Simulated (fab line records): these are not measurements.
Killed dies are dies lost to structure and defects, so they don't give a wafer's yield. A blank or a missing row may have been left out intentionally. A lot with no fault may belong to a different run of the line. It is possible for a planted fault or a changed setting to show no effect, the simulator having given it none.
Matching of chambers	flow n5-finfet	3 sister chambers for N5_FIN_CUT_CUT_ETCH_26 on rie-diel-04
The step etches SiNx in CH3F/O2, target depth 39 nm, time 55.7 s. 14 wafers are shown with their chamber, then 5 later ones without.

== WAFERS PAIRED WITH THEIR CHAMBERS ==
wafer	chamber	drypump-motor-current-A (A)	showerhead-plenum-p-Torr (Torr)	throttle-valve-pct (%)
L118.3	1	6.1	2.00	16.59
L118.5	0	4.7	1.93	16.47
L118.6	1	6.1	2.00	16.59
L120.3	1	6.1	1.99	16.60
L120.4	2	5.7	2.08	15.97
L120.6	1	6.1	2.00	16.59
L135.1	0	4.7	1.92	16.55
L135.2	1	6.1	1.98	16.65
L135.6	0	4.7	1.92	16.54
L136.1	0	4.7	1.92	16.58
L136.3	2	5.7	2.07	16.06
L136.4	0	4.7	1.92	16.58
L138.1	0	4.7	1.91	16.57
L138.2	2	5.8	2.07	16.05

SIGNATURES (averages over the wafers above)
reading	chamber 0	chamber 1	chamber 2	scatter within a chamber
drypump-motor-current-A	4.700	6.100	5.733	0.0246
showerhead-plenum-p-Torr	1.9200	1.9940	2.0733	0.0073
throttle-valve-pct	16.5483	16.6040	16.0267	0.0385
Rule: for each reading, subtract the chamber's mean from the wafer's reading, divide by that reading's scatter and square the result; add these up over the readings and take the root, which gives the wafer's distance from the chamber. The wafer belongs to the nearest chamber; if the next one is less than 2 further off, it can't be placed. How the scatter is found: for the shown wafers, subtract from each reading the mean of its chamber, square and add these, divide the total by (wafers less chambers), then take the root.

== WAFERS WITH NO CHAMBER GIVEN ==
wafer	drypump-motor-current-A (A)	showerhead-plenum-p-Torr (Torr)	throttle-valve-pct (%)
L138.3	6.1	1.98	16.67
L140.2	4.7	1.91	16.58
L140.4	4.8	1.91	16.58
L141.1	4.7	1.91	16.60
L141.3	5.7	2.07	16.07

== EACH ONE'S CHAMBER ==
wafer	from the rows above	in truth
L138.3	1	1
L140.2	0	0
L140.4	0	0
L141.1	0	0
L141.3	2	2
Correct placement for 5 of the 5. From these rows, 0 cannot be placed. Placed wrongly: 0.
